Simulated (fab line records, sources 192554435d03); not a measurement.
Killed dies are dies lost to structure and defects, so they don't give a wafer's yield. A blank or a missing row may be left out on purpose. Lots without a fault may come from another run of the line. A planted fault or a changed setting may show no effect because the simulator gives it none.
Chamber matching | flow n5_finfet | N5_BEOL_M4_VIA_ETCH_34 on rie_diel-02: 4 sister chambers
The step etches the open film in C4F6/O2, target depth 69.4 nm, time 65.9 s. 4 wafers are shown with their chamber, then 10 later ones without.

WAFERS WITH THEIR CHAMBER
wafer  | chamber | drypump_motor_current_A (A)
L083.4 | 3       | 5.2
L083.5 | 2       | 6.7
L090.2 | 1       | 5.8
L090.3 | 0       | 6.2

WAFERS WITHOUT THEIR CHAMBER
wafer  | drypump_motor_current_A (A)
L090.5 | 6.2
L093.3 | 6.2
L093.5 | 6.2
L093.6 | 5.2
L094.2 | 5.2
L094.3 | 6.2
L094.5 | 5.2
L095.1 | 6.2
L095.4 | 6.6
L095.6 | 5.8

WHICH CHAMBER EACH WENT THROUGH
wafer  | from the rows above | in truth
L090.5 | 0                   | 0
L093.3 | 0                   | 0
L093.5 | 0                   | 0
L093.6 | 3                   | 3
L094.2 | 3                   | 3
L094.3 | 0                   | 0
L094.5 | 3                   | 3
L095.1 | 0                   | 0
L095.4 | 2                   | 2
L095.6 | 1                   | 1
Placed correctly: 10 of 10. Can't be placed from these rows: 0. Placed wrongly: 0.
How it was worked out, from the rows above alone: a wafer's distance from a chamber is the root of the sum, over the readings, of the square of ((its reading less the chamber's mean) divided by the reading's scatter). The wafer belongs to the nearest chamber; if the next one is less than 2 further off, it can't be placed. A chamber's mean is the mean of its shown wafers. The scatter: with one shown wafer a chamber, the root of the mean of the squares of how far each hidden wafer lies from its nearest shown one.
